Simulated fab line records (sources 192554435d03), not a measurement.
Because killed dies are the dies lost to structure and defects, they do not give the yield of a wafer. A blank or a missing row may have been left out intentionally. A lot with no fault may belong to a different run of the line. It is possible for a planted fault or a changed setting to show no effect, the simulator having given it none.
fab line records    flow n5-finfet
record lots=24  wafers=72  last-day=18
route steps=1938 shown BEOL_M5@1179 BEOL_M6@1195
lots that met no fault: taken from a fault-free run of the same line
start-h: start of the lot's first displayed wafer, in hours after the record's first day    wait-h: hours from the lot's prior step to this one    " unchanged from the row above    L1.1+2: several wafers, shown together as one row    - no value present, or no start provided    * or withheld: withheld    < > ~ a bound
route shown NAME@n: names a module that has steps shown in the file, with the first one's number in the route    usual: mean/standard deviation taken from wafers without a fault    same: alike in all rows    chamber/n: place in a boat    sites: the reading at each site    _std_site: standard deviation of those values    _edge_site: mean of outer sites minus mean of inner sites    radius-mm: for every site, how far away it sits from the centre of the wafer    mask NAME#n: copy n    behind: the most recent tool/chamber to have shaped the wafer    hold: cause of the lot's hold/its duration in hours/its outcome    device: which transistor (n, p or np) failed to switch    end of line: the route-end tests of the same wafers    for a step that has no rows: nothing shown but its recipe    killed: count of dies lost to structure and defects at first sort (not the wafer's yield)    map: a wafer's dies, marking killed ones x, the rest . and places with no die _
set.NAME: the setting that was run; set.NAME@STEP: the one run at that earlier step    model.NAME: the simulator's own value behind a step, which no gauge read
a sample of lots followed through the steps of the route, with each step as a table and each wafer as a row
services: when a tool's chamber went out of use (start-h, in hours from the record's first day, below 0 if earlier), for how many hours, and the reason
## steps
# step N5_BEOL_M5_SPUTTER_83
# recipe material=Cu  target-thk-a=150  temp-c=-20  chamber-pressure-pa=0.07  power-w=withheld  time-s=27.62
# usual susceptor-temp-C=-20.01/0.092  throttle-valve-pct=29.8/1.1
lot.wafer  tool            chamber  start-h  wait-h  susceptor-temp-C  throttle-valve-pct
L074.1     pvd-sputter-03  -        175.06   0.5     -19.90            30.1
L074.3     "               -        "        "       -20.02            29.5
L074.4     "               -        "        "       -20.01            27.7
L075.1     pvd-sputter-03  -        181.02   0.5     -20.03            29.1
L075.4     "               -        "        "       -20.00            27.3
L075.6     "               -        "        "       -19.98            27.6
L077.3     pvd-sputter-02  -        198.28   0.5     -20.04            30.1
L077.5     "               -        "        "       -20.10            29.6
L077.6     "               -        "        "       -19.84            31.7
L076.4     pvd-sputter-01  -        209.64   0.5     -20.02            30.7
L076.5     "               -        "        "       -19.98            28.8
L076.6     "               -        "        "       -20.09            30.1
L078.1     pvd-sputter-01  -        217.12   0.5     -20.08            30.0
L078.2     "               -        "        "       -19.85            28.8
L078.3     "               -        "        "       -19.96            29.1
L079.2     pvd-sputter-03  -        227.94   0.5     -20.03            27.6
L079.4     "               -        "        "       -20.12            30.2
L079.5     "               -        "        "       -20.14            31.4
L080.1     pvd-sputter-02  -        236.98   0.5     -20.03            29.4
L080.4     "               -        "        "       -19.97            29.1
L080.5     "               -        "        "       -19.87            30.0
L082.1     pvd-sputter-01  -        239.35   0.5     -20.10            29.4
L082.3     "               -        "        "       -20.01            30.1
L082.4     "               -        "        "       -19.99            30.6
L081.1     pvd-sputter-02  -        242.74   0.5     -19.97            30.1
L081.2     "               -        "        "       -20.03            29.0
L081.6     "               -        "        "       -19.95            31.5
L083.3     pvd-sputter-02  -        251.23   0.5     -19.85            29.5
L083.5     "               -        "        "       -20.01            29.1
L083.6     "               -        "        "       -19.95            29.6
L084.1     pvd-sputter-03  -        252.73   0.5     -19.86            30.1
L084.2     "               -        "        "       -19.94            29.3
L084.5     "               -        "        "       -20.15            31.4
L086.3     pvd-sputter-02  -        258.92   0.5     -19.88            29.6
L086.4     "               -        "        "       -20.00            28.9
L086.6     "               -        "        "       -20.05            29.3
L085.2     pvd-sputter-03  -        259.45   0.5     -20.20            27.4
L085.4     "               -        "        "       -20.13            29.6
L085.6     "               -        "        "       -20.07            30.3
L088.2     pvd-sputter-01  -        266.83   0.5     -20.04            29.8
L088.4     "               -        "        "       -20.08            28.9
L088.6     "               -        "        "       -20.05            28.9
L087.2     pvd-sputter-02  -        272.37   0.5     -20.10            29.5
L087.4     "               -        "        "       -19.93            30.3
L087.6     "               -        "        "       -20.02            29.3
L090.2     pvd-sputter-02  -        277.67   0.5     -19.96            31.6
L090.3     "               -        "        "       -20.02            29.6
L090.5     "               -        "        "       -20.08            30.0
L089.1     pvd-sputter-02  -        283.95   0.5     -19.80            29.0
L089.3     "               -        "        "       -19.93            31.5
L089.6     "               -        "        "       -19.90            31.4
L091.3     pvd-sputter-02  -        293.86   0.5     -20.10            29.7
L091.4     "               -        "        "       -20.16            29.5
L091.6     "               -        "        "       -19.98            29.7
L092.2     pvd-sputter-03  -        295.90   0.5     -20.15            27.5
L092.3     "               -        "        "       -20.01            29.6
L092.5     "               -        "        "       -19.94            29.8
L093.2     pvd-sputter-03  -        304.53   0.5     -19.79            31.4
L093.5     "               -        "        "       -20.08            30.2
L093.6     "               -        "        "       -19.91            31.2
L094.2     pvd-sputter-01  -        309.75   0.5     -20.04            29.9
L094.4     "               -        "        "       -19.97            30.4
L094.5     "               -        "        "       -20.18            29.1
L095.1     pvd-sputter-02  -        325.42   0.5     -19.87            29.0
L095.2     "               -        "        "       -20.00            30.0
L095.3     "               -        "        "       -19.97            29.4
L097.1     pvd-sputter-03  -        327.46   0.5     -19.88            27.6
L097.3     "               -        "        "       -19.99            31.4
L097.4     "               -        "        "       -19.95            29.2
L096.3     pvd-sputter-01  -        329.60   0.6     -20.02            29.1
L096.5     "               -        "        "       -20.09            29.1
L096.6     "               -        "        "       -20.02            28.7
# step N5_BEOL_M5_SPUTTER_88
# recipe material=Cu  target-thk-a=150  temp-c=-20  chamber-pressure-pa=0.07  power-w=withheld  time-s=27.62
# usual susceptor-temp-C=-20.00/0.11  throttle-valve-pct=29.8/1.1
lot.wafer  tool            chamber  start-h  wait-h  susceptor-temp-C  throttle-valve-pct
L074.1     pvd-sputter-03  -        176.15   0.5     -19.97            30.1
L074.3     "               -        "        "       -19.99            29.2
L074.4     "               -        "        "       -20.02            27.4
L075.1     pvd-sputter-03  -        182.11   0.5     -19.91            29.4
L075.4     "               -        "        "       -20.00            27.4
L075.6     "               -        "        "       -20.12            27.5
L077.3     pvd-sputter-02  -        199.36   0.5     -19.90            30.3
L077.5     "               -        "        "       -20.06            29.7
L077.6     "               -        "        "       -20.10            31.7
L076.4     pvd-sputter-01  -        210.72   0.5     -20.13            30.3
L076.5     "               -        "        "       -19.91            29.0
L076.6     "               -        "        "       -19.92            30.3
L078.1     pvd-sputter-01  -        218.21   0.5     -20.04            29.9
L078.2     "               -        "        "       -20.12            28.9
L078.3     "               -        "        "       -20.09            28.7
L079.2     pvd-sputter-03  -        229.02   0.5     -20.07            27.4
L079.4     "               -        "        "       -20.10            30.5
L079.5     "               -        "        "       -20.06            31.3
L080.1     pvd-sputter-02  -        238.06   0.5     -19.98            29.1
L080.4     "               -        "        "       -19.92            29.2
L080.5     "               -        "        "       -20.02            30.0
L082.1     pvd-sputter-01  -        240.44   0.5     -19.81            29.0
L082.3     "               -        "        "       -19.88            30.0
L082.4     "               -        "        "       -19.99            30.6
L081.1     pvd-sputter-02  -        243.83   0.5     -19.95            30.1
L081.2     "               -        "        "       -20.07            29.1
L081.6     "               -        "        "       -19.99            31.5
L083.3     pvd-sputter-02  -        252.32   0.5     -20.11            29.7
L083.5     "               -        "        "       -20.12            29.1
L083.6     "               -        "        "       -20.04            29.7
L084.1     pvd-sputter-03  -        253.81   0.5     -20.18            30.2
L084.2     "               -        "        "       -20.02            29.4
L084.5     "               -        "        "       -20.06            31.3
L086.3     pvd-sputter-02  -        260.00   0.5     -19.90            29.6
L086.4     "               -        "        "       -19.81            29.3
L086.6     "               -        "        "       -19.95            29.8
L085.2     pvd-sputter-03  -        260.54   0.5     -19.95            27.7
L085.4     "               -        "        "       -19.90            29.5
L085.6     "               -        "        "       -20.08            30.1
L088.2     pvd-sputter-01  -        267.92   0.5     -19.99            30.2
L088.4     "               -        "        "       -20.05            28.9
L088.6     "               -        "        "       -20.11            28.9
L087.2     pvd-sputter-02  -        273.46   0.5     -20.10            29.3
L087.4     "               -        "        "       -20.06            30.0
L087.6     "               -        "        "       -20.06            29.3
L090.2     pvd-sputter-02  -        278.75   0.5     -19.94            31.6
L090.3     "               -        "        "       -19.92            29.7
L090.5     "               -        "        "       -20.08            30.0
L089.1     pvd-sputter-02  -        285.04   0.5     -19.95            28.9
L089.3     "               -        "        "       -19.83            31.6
L089.6     "               -        "        "       -19.92            31.6
L091.3     pvd-sputter-02  -        294.95   0.5     -20.25            29.6
L091.4     "               -        "        "       -20.16            29.4
L091.6     "               -        "        "       -20.10            29.6
L092.2     pvd-sputter-03  -        296.99   0.5     -20.00            27.5
L092.3     "               -        "        "       -20.15            29.6
L092.5     "               -        "        "       -19.98            29.5
L093.2     pvd-sputter-03  -        305.62   0.5     -20.03            31.6
L093.5     "               -        "        "       -20.02            30.3
L093.6     "               -        "        "       -20.06            31.2
L094.2     pvd-sputter-01  -        310.83   0.5     -19.93            30.0
L094.4     "               -        "        "       -20.02            30.5
L094.5     "               -        "        "       -20.04            28.9
L095.1     pvd-sputter-02  -        326.51   0.5     -20.06            29.2
L095.2     "               -        "        "       -20.07            30.2
L095.3     "               -        "        "       -19.98            29.7
L097.1     pvd-sputter-03  -        328.55   0.5     -19.73            27.3
L097.3     "               -        "        "       -20.10            31.2
L097.4     "               -        "        "       -20.18            29.5
L096.3     pvd-sputter-01  -        330.82   0.6     -20.02            29.1
L096.5     "               -        "        "       -19.94            29.2
L096.6     "               -        "        "       -20.06            28.9
# step N5_BEOL_M5_SPUTTER_90
# recipe material=Cu  target-thk-a=45  temp-c=-20  chamber-pressure-pa=0.07  power-w=withheld  time-s=8.29
# usual susceptor-temp-C=-20.00/0.11  throttle-valve-pct=29.8/1.1
lot.wafer  tool            chamber  start-h  wait-h  susceptor-temp-C  throttle-valve-pct
L074.1     pvd-sputter-03  -        177.23   0.5     -20.05            30.5
L074.3     "               -        "        "       -20.16            29.6
L074.4     "               -        "        "       -20.08            27.6
L075.1     pvd-sputter-03  -        185.48   2.8     -20.05            29.4
L075.4     "               -        "        "       -20.14            27.2
L075.6     "               -        "        "       -20.26            27.5
L077.3     pvd-sputter-02  -        200.45   0.5     -20.09            29.8
L077.5     "               -        "        "       -19.88            29.6
L077.6     "               -        "        "       -19.85            31.5
L076.4     pvd-sputter-01  -        211.81   0.5     -19.92            30.4
L076.5     "               -        "        "       -20.04            29.3
L076.6     "               -        "        "       -19.90            30.0
L078.1     pvd-sputter-01  -        219.30   0.5     -20.05            30.0
L078.2     "               -        "        "       -19.88            29.0
L078.3     "               -        "        "       -19.86            28.7
L079.2     pvd-sputter-03  -        230.11   0.5     -19.92            27.2
L079.4     "               -        "        "       -19.95            29.8
L079.5     "               -        "        "       -20.04            31.5
L080.1     pvd-sputter-02  -        239.15   0.5     -19.93            29.6
L080.4     "               -        "        "       -20.02            29.3
L080.5     "               -        "        "       -20.09            30.0
L082.1     pvd-sputter-01  -        241.53   0.5     -20.14            28.9
L082.3     "               -        "        "       -19.81            30.1
L082.4     "               -        "        "       -19.94            30.6
L081.1     pvd-sputter-02  -        244.92   0.5     -19.84            30.3
L081.2     "               -        "        "       -19.99            29.1
L081.6     "               -        "        "       -20.11            31.8
L083.3     pvd-sputter-02  -        253.41   0.5     -20.11            29.7
L083.5     "               -        "        "       -20.08            29.1
L083.6     "               -        "        "       -20.11            29.6
L084.1     pvd-sputter-03  -        254.90   0.5     -19.99            30.0
L084.2     "               -        "        "       -19.93            29.5
L084.5     "               -        "        "       -20.03            31.2
L086.3     pvd-sputter-02  -        261.09   0.5     -19.86            29.9
L086.4     "               -        "        "       -19.74            29.0
L086.6     "               -        "        "       -20.01            29.5
L085.2     pvd-sputter-03  -        261.63   0.5     -19.94            27.5
L085.4     "               -        "        "       -20.06            29.3
L085.6     "               -        "        "       -20.06            30.1
L088.2     pvd-sputter-01  -        269.00   0.5     -19.88            30.1
L088.4     "               -        "        "       -19.87            29.1
L088.6     "               -        "        "       -19.86            29.3
L087.2     pvd-sputter-02  -        274.54   0.5     -19.96            29.4
L087.4     "               -        "        "       -19.99            30.0
L087.6     "               -        "        "       -20.19            28.8
L090.2     pvd-sputter-02  -        279.84   0.5     -20.03            31.4
L090.3     "               -        "        "       -20.09            29.6
L090.5     "               -        "        "       -20.03            30.0
L089.1     pvd-sputter-02  -        286.12   0.5     -20.02            29.2
L089.3     "               -        "        "       -20.04            31.4
L089.6     "               -        "        "       -19.96            31.6
L091.3     pvd-sputter-02  -        296.03   0.5     -19.96            29.7
L091.4     "               -        "        "       -19.99            29.2
L091.6     "               -        "        "       -19.95            29.5
L092.2     pvd-sputter-03  -        298.07   0.5     -19.93            27.6
L092.3     "               -        "        "       -19.92            29.5
L092.5     "               -        "        "       -19.81            29.7
L093.2     pvd-sputter-03  -        306.71   0.5     -20.01            31.1
L093.5     "               -        "        "       -19.94            30.1
L093.6     "               -        "        "       -20.13            31.4
L094.2     pvd-sputter-01  -        311.92   0.5     -19.74            29.8
L094.4     "               -        "        "       -20.07            30.4
L094.5     "               -        "        "       -19.83            29.0
L095.1     pvd-sputter-02  -        327.59   0.5     -19.92            29.0
L095.2     "               -        "        "       -20.16            30.0
L095.3     "               -        "        "       -19.95            29.8
L097.1     pvd-sputter-03  -        329.63   0.5     -20.03            27.3
L097.3     "               -        "        "       -19.93            31.2
L097.4     "               -        "        "       -19.86            29.5
L096.3     pvd-sputter-01  -        332.05   0.6     -20.03            29.0
L096.5     "               -        "        "       -20.00            29.1
L096.6     "               -        "        "       -20.04            28.6
# step N5_BEOL_M5_ANNEAL_51
# recipe temp-c=225  time-s=90  ambient=N2
# usual wafer_temp_C_max=225.70/0.21
lot.wafer  tool           chamber  start-h  wait-h  wafer_temp_C_max
L074.1     rtp-anneal-02  0        178.36   1.0     225.65
L074.3     "              0        "        "       225.81
L074.4     "              0        "        "       225.57
L075.1     rtp-anneal-01  0        185.69   0.1     225.84
L075.4     "              0        "        "       225.89
L075.6     "              0        "        "       225.82
L077.3     rtp-anneal-01  0        200.74   0.1     225.61
L077.5     "              0        "        "       225.49
L077.6     "              0        "        "       225.41
L076.4     rtp-anneal-01  0        212.15   0.2     225.55
L076.5     "              0        "        "       225.57
L076.6     "              0        "        "       225.89
L078.1     rtp-anneal-02  0        219.50   0.1     225.66
L078.2     "              0        "        "       225.59
L078.3     "              0        "        "       225.80
L079.2     rtp-anneal-02  0        230.36   0.1     225.70
L079.4     "              0        "        "       225.92
L079.5     "              0        "        "       226.12
L080.1     rtp-anneal-01  0        239.35   0.1     225.57
L080.4     "              0        "        "       225.47
L080.5     "              0        "        "       225.70
L082.1     rtp-anneal-01  0        241.73   0.1     225.36
L082.3     "              0        "        "       225.82
L082.4     "              0        "        "       225.56
L081.1     rtp-anneal-02  0        245.12   0.1     225.66
L081.2     "              0        "        "       225.69
L081.6     "              0        "        "       225.56
L083.3     rtp-anneal-01  0        253.70   0.1     225.69
L083.5     "              0        "        "       225.76
L083.6     "              0        "        "       225.78
L084.1     rtp-anneal-01  0        255.46   0.4     225.65
L084.2     "              0        "        "       225.74
L084.5     "              0        "        "       225.69
L086.3     rtp-anneal-02  0        261.38   0.1     225.81
L086.4     "              0        "        "       225.85
L086.6     "              0        "        "       225.55
L085.2     rtp-anneal-01  0        262.01   0.2     225.45
L085.4     "              0        "        "       225.45
L085.6     "              0        "        "       225.43
L088.2     rtp-anneal-02  0        269.25   0.1     225.79
L088.4     "              0        "        "       225.94
L088.6     "              0        "        "       225.90
L087.2     rtp-anneal-01  0        274.79   0.1     225.87
L087.4     "              0        "        "       225.88
L087.6     "              0        "        "       225.92
L090.2     rtp-anneal-01  0        280.17   0.2     225.38
L090.3     "              0        "        "       225.39
L090.5     "              0        "        "       225.42
L089.1     rtp-anneal-02  0        286.33   0.1     225.60
L089.3     "              0        "        "       225.84
L089.6     "              0        "        "       225.91
L091.3     rtp-anneal-01  0        296.33   0.1     225.69
L091.4     "              0        "        "       225.39
L091.6     "              0        "        "       225.77
L092.2     rtp-anneal-01  0        299.50   1.2     225.49
L092.3     "              0        "        "       225.95
L092.5     "              0        "        "       225.47
L093.2     rtp-anneal-02  0        306.95   0.1     225.96
L093.5     "              0        "        "       225.88
L093.6     "              0        "        "       226.21
L094.2     rtp-anneal-02  0        312.17   0.1     225.92
L094.4     "              0        "        "       225.54
L094.5     "              0        "        "       225.93
L095.1     rtp-anneal-01  0        327.80   0.1     226.02
L095.2     "              0        "        "       226.11
L095.3     "              0        "        "       225.88
L097.1     rtp-anneal-01  0        329.84   0.1     225.88
L097.3     "              0        "        "       225.56
L097.4     "              0        "        "       225.59
L096.3     rtp-anneal-01  0        332.37   0.2     225.87
L096.5     "              0        "        "       225.24
L096.6     "              0        "        "       225.46
# step N5_BEOL_M6_CURE_74
# recipe temp-c=385  time-s=240  ambient=He/Ar  material=SiCOH_lowk
# usual lamp-power-pct=52.32/0.052  wafer_temp_C_max=386.5/0.51
lot.wafer  tool        chamber  start-h  wait-h  lamp-power-pct  wafer_temp_C_max
L074.1     uv-cure-03  1        179.34   0.0     52.29           386.2
L074.3     "           1        "        "       52.29           386.1
L074.4     "           1        "        "       52.35           385.8
L075.1     uv-cure-03  1        186.78   0.1     52.23           386.0
L075.4     "           1        "        "       52.42           385.5
L075.6     "           1        "        "       52.31           386.3
L077.3     uv-cure-03  1        201.79   0.2     52.40           386.1
L077.5     "           1        "        "       52.32           386.1
L077.6     "           1        "        "       52.27           385.9
L076.4     uv-cure-02  0        213.23   0.3     52.31           386.6
L076.5     "           0        "        "       52.35           386.4
L076.6     "           0        "        "       52.23           386.1
L078.1     uv-cure-03  1        220.48   0.0     52.33           386.7
L078.2     "           1        "        "       52.33           386.2
L078.3     "           1        "        "       52.32           386.1
L079.2     uv-cure-03  0        231.46   0.2     52.26           387.2
L079.4     "           0        "        "       52.28           387.3
L079.5     "           0        "        "       52.36           387.0
L080.1     uv-cure-02  2        240.36   0.1     52.26           386.4
L080.4     "           2        "        "       52.24           386.4
L080.5     "           2        "        "       52.33           386.6
L082.1     uv-cure-01  1        242.72   0.0     52.31           386.7
L082.3     "           1        "        "       52.32           386.7
L082.4     "           1        "        "       52.30           386.2
L081.1     uv-cure-01  1        246.11   0.0     52.34           387.5
L081.2     "           1        "        "       52.18           386.9
L081.6     "           1        "        "       52.34           386.3
L083.3     uv-cure-02  2        254.77   0.2     52.31           386.6
L083.5     "           2        "        "       52.28           386.9
L083.6     "           2        "        "       52.39           386.6
L084.1     uv-cure-01  1        256.49   0.1     52.29           387.6
L084.2     "           1        "        "       52.38           387.0
L084.5     "           1        "        "       52.35           387.3
L086.3     uv-cure-02  0        262.43   0.2     52.33           386.3
L086.4     "           0        "        "       52.31           386.9
L086.6     "           0        "        "       52.26           386.2
L085.2     uv-cure-02  0        263.49   0.1     52.29           385.7
L085.4     "           0        "        "       52.27           385.6
L085.6     "           0        "        "       52.34           385.8
L088.2     uv-cure-01  2        270.26   0.1     52.30           387.3
L088.4     "           2        "        "       52.37           387.3
L088.6     "           2        "        "       52.35           387.1
L087.2     uv-cure-03  2        275.91   0.2     52.26           386.2
L087.4     "           2        "        "       52.44           385.9
L087.6     "           2        "        "       52.19           386.3
L090.2     uv-cure-03  2        281.21   0.1     52.36           386.0
L090.3     "           2        "        "       52.33           386.6
L090.5     "           2        "        "       52.39           385.9
L089.1     uv-cure-02  0        287.34   0.1     52.31           386.0
L089.3     "           0        "        "       52.31           386.2
L089.6     "           0        "        "       52.38           386.0
L091.3     uv-cure-02  2        297.38   0.2     52.35           386.9
L091.4     "           2        "        "       52.27           386.5
L091.6     "           2        "        "       52.39           386.8
L092.2     uv-cure-01  0        300.57   0.1     52.39           386.4
L092.3     "           0        "        "       52.29           386.8
L092.5     "           0        "        "       52.20           386.1
L093.2     uv-cure-03  1        308.03   0.1     52.33           386.0
L093.5     "           1        "        "       52.32           386.4
L093.6     "           1        "        "       52.32           386.1
L094.2     uv-cure-02  2        313.24   0.1     52.34           386.5
L094.4     "           2        "        "       52.22           386.3
L094.5     "           2        "        "       52.25           386.7
L095.1     uv-cure-03  2        328.79   0.0     52.24           386.4
L095.2     "           2        "        "       52.37           386.6
L095.3     "           2        "        "       52.30           386.6
L097.1     uv-cure-02  1        330.83   0.0     52.33           388.0
L097.3     "           1        "        "       52.40           388.0
L097.4     "           1        "        "       52.32           386.6
L096.3     uv-cure-03  2        333.43   0.2     52.27           387.0
L096.5     "           2        "        "       52.31           386.5
L096.6     "           2        "        "       52.24           386.4
# step N5_BEOL_M6_ETCH_66
# recipe chemistry=N2/H2  target=SOC  target-depth-a=800  overetch-a=160  mask-material=SiARC  temp-c=40  time-s=120  ion-energy-ev=200  pressure-mtorr=30  source-w=840  bias-w=150  n2-flow-sccm=200  h2-flow-sccm=200
# usual drypump-motor-current-A=5.7/0.4  oes-product-au=0.62/0.056  rf-vpp-V=523.3/2.4  showerhead-plenum-p-Torr=2.53/0.08  throttle-valve-pct=17.74/0.14
lot.wafer  tool         chamber  start-h  wait-h  drypump-motor-current-A  oes-product-au  rf-hours-counter-h  rf-vpp-V  showerhead-plenum-p-Torr  throttle-valve-pct
L074.1     rie-diel-04  3        182.51   0.0     5.1                      0.63            92                  520.5     2.46                      17.82
L074.3     "            0        "        "       6.0                      0.60            122                 522.9     2.45                      17.58
L074.4     "            2        "        "       6.0                      0.55            187                 522.8     2.53                      17.58
L075.1     rie-diel-01  3        192.54   0.0     6.2                      0.53            257                 522.7     2.52                      18.26
L075.4     "            2        "        "       5.6                      0.66            -                   521.1     2.46                      17.48
L075.6     "            3        "        "       6.2                      0.52            -                   524.2     2.52                      18.28
L077.3     rie-diel-06  2        205.23   0.0     5.8                      0.63            73                  523.3     2.57                      17.66
L077.5     "            3        "        "       5.0                      0.65            -                   522.7     2.48                      17.82
L077.6     "            2        "        "       5.8                      0.64            -                   523.4     2.58                      17.65
L076.4     rie-diel-04  0        216.49   0.0     5.9                      0.59            137                 520.0     2.45                      17.62
L076.5     "            2        "        "       6.0                      0.55            -                   524.0     2.52                      17.61
L076.6     "            1        "        "       5.9                      0.72            -                   526.5     2.62                      17.82
L078.1     rie-diel-04  0        223.53   0.0     6.0                      0.59            140                 521.0     2.45                      17.62
L078.2     "            1        "        "       5.8                      0.71            5                   525.5     2.62                      17.84
L078.3     "            2        "        "       6.0                      0.54            205                 522.3     2.52                      17.62
L079.2     rie-diel-04  2        234.30   0.0     6.0                      0.54            208                 521.9     2.52                      17.61
L079.4     "            3        "        "       5.1                      0.62            107                 520.2     2.45                      17.84
L079.5     "            1        "        "       5.8                      0.69            -                   526.8     2.62                      17.84
L082.1     rie-diel-04  3        248.13   0.0     5.1                      0.62            111                 520.5     2.45                      17.86
L082.3     "            0        "        "       6.0                      0.58            147                 519.0     2.44                      17.62
L082.4     "            1        "        "       5.9                      0.69            13                  526.3     2.62                      17.84
L080.1     rie-diel-04  1        248.53   0.0     5.9                      0.69            13                  525.3     2.62                      17.83
L080.4     "            0        "        "       6.0                      0.59            147                 519.8     2.44                      17.62
L080.5     "            0        "        "       6.0                      0.59            -                   519.3     2.44                      17.63
L081.1     rie-diel-01  2        251.71   0.0     5.6                      0.63            83                  523.3     2.45                      17.52
L081.2     "            0        "        "       5.2                      0.61            104                 526.7     2.67                      17.82
L081.6     "            1        "        "       5.3                      0.73            -                   523.9     2.49                      17.72
L083.3     rie-diel-04  2        258.13   0.0     6.0                      0.53            216                 523.4     2.52                      17.64
L083.5     "            0        "        "       5.9                      0.58            -                   521.2     2.44                      17.63
L083.6     "            3        "        "       5.2                      0.62            -                   520.0     2.45                      17.88
L084.1     rie-diel-06  2        261.01   0.0     5.8                      0.62            90                  525.9     2.57                      17.67
L084.2     "            3        "        "       5.1                      0.63            76                  522.1     2.47                      17.86
L084.5     "            0        "        "       5.2                      0.53            -                   525.3     2.61                      17.60
L086.3     rie-diel-06  1        264.84   0.0     6.4                      0.65            52                  527.2     2.70                      17.69
L086.4     "            0        "        "       5.2                      0.53            234                 526.5     2.61                      17.61
L086.6     "            3        "        "       5.0                      0.63            -                   521.5     2.47                      17.84
L085.2     rie-diel-04  0        268.37   0.0     6.0                      0.59            153                 519.9     2.44                      17.64
L085.4     "            1        "        "       5.9                      0.67            19                  525.6     2.61                      17.86
L085.6     "            1        "        "       5.9                      0.68            -                   525.0     2.61                      17.85
L088.2     rie-diel-01  1        276.07   0.0     5.3                      0.71            10                  523.7     2.49                      17.72
L088.4     "            0        "        "       5.2                      0.60            112                 526.3     2.66                      17.83
L088.6     "            2        "        "       5.6                      0.63            -                   520.5     2.45                      17.53
L087.2     rie-diel-06  2        280.08   0.0     5.8                      0.62            96                  525.2     2.56                      17.69
L087.4     "            3        "        "       5.1                      0.63            82                  522.2     2.47                      17.88
L087.6     "            1        "        "       6.4                      0.65            -                   527.1     2.70                      17.70
L090.2     rie-diel-04  3        285.44   0.0     5.2                      0.61            123                 519.9     2.45                      17.89
L090.3     "            2        "        "       6.0                      0.53            226                 521.4     2.51                      17.66
L090.5     "            0        "        "       6.0                      0.57            -                   522.4     2.44                      17.65
L089.1     rie-diel-01  1        291.84   0.0     5.3                      0.69            16                  522.7     2.48                      17.75
L089.3     "            2        "        "       5.6                      0.62            98                  522.4     2.45                      17.55
L089.6     "            1        "        "       5.3                      0.70            -                   522.0     2.48                      17.76
L091.3     rie-diel-01  0        301.58   0.0     5.2                      0.60            121                 528.4     2.66                      17.83
L091.4     "            1        "        "       5.4                      0.68            19                  523.0     2.48                      17.75
L091.6     "            2        "        "       5.6                      0.61            -                   521.3     2.45                      17.55
L092.2     rie-diel-06  0        305.87   0.0     5.2                      0.53            248                 526.1     2.60                      17.61
L092.3     "            2        "        "       5.8                      0.61            105                 524.4     2.56                      17.72
L092.5     "            3        "        "       5.1                      0.62            -                   522.1     2.46                      17.87
L093.2     rie-diel-04  2        311.38   0.0     6.0                      0.52            235                 523.4     2.51                      17.66
L093.5     "            2        "        "       6.0                      0.53            -                   522.6     2.51                      17.65
L093.6     "            3        "        "       5.1                      0.60            -                   523.2     2.44                      17.89
L094.2     rie-diel-04  3        318.50   0.0     5.2                      0.60            135                 521.2     2.44                      17.90
L094.4     "            1        "        "       5.9                      0.65            36                  523.9     2.61                      17.90
L094.5     "            3        "        "       5.1                      0.60            -                   521.7     2.44                      17.90
L095.1     rie-diel-01  0        333.29   0.0     5.2                      0.59            132                 526.4     2.65                      17.86
L095.2     "            3        "        "       6.2                      0.68            40                  523.0     2.50                      17.70
L095.3     "            2        "        "       5.5                      0.61            112                 524.1     2.44                      17.57
L097.1     rie-diel-04  0        338.23   0.0     5.9                      0.57            174                 520.9     2.43                      17.67
L097.3     "            1        "        "       5.9                      0.65            42                  524.2     2.60                      17.90
L097.4     "            2        "        "       6.0                      0.53            244                 522.6     2.51                      17.68
L096.3     rie-diel-01  0        340.13   0.0     5.2                      0.59            135                 528.2     2.65                      17.87
L096.5     "            0        "        "       5.2                      0.59            -                   526.7     2.65                      17.86
L096.6     "            1        "        "       5.3                      0.67            -                   522.0     2.48                      17.76
## services
tool            chamber  start-h  hours  kind
uv-cure-01      -        170.88   1.0    pm
pvd-sputter-01  -        172.98   11.1   repair
rie-diel-06     3        173.08   5.7    repair
rie-diel-04     3        185.80   9.3    repair
rie-diel-04     1        195.45   -      clean
rie-diel-04     1        195.45   -      consumable-replace:focus-ring
rie-diel-04     1        195.45   17.4   scheduled-down
rie-diel-04     1        195.45   17.4   vent-cycle
rie-diel-01     3        205.59   -      clean
rie-diel-01     3        205.59   -      consumable-replace:focus-ring
rie-diel-01     3        205.59   19.6   scheduled-down
rie-diel-01     3        205.59   19.6   vent-cycle
uv-cure-01      -        216.86   22.2   pm
rie-diel-06     -        221.57   2.8    pm
uv-cure-03      -        224.65   0.2    repair
rie-diel-01     1        225.32   -      clean
uv-cure-02      -        230.55   2.1    pm
rtp-anneal-02   -        235.34   1.0    pm
rie-diel-06     -        256.88   0.1    repair
uv-cure-01      -        258.43   9.2    repair
rie-diel-01     -        284.58   0.4    repair
uv-cure-01      -        301.40   2.1    pm
uv-cure-01      -        320.21   6.0    pm
rie-diel-01     2        337.34   4.5    repair
## key
fault none
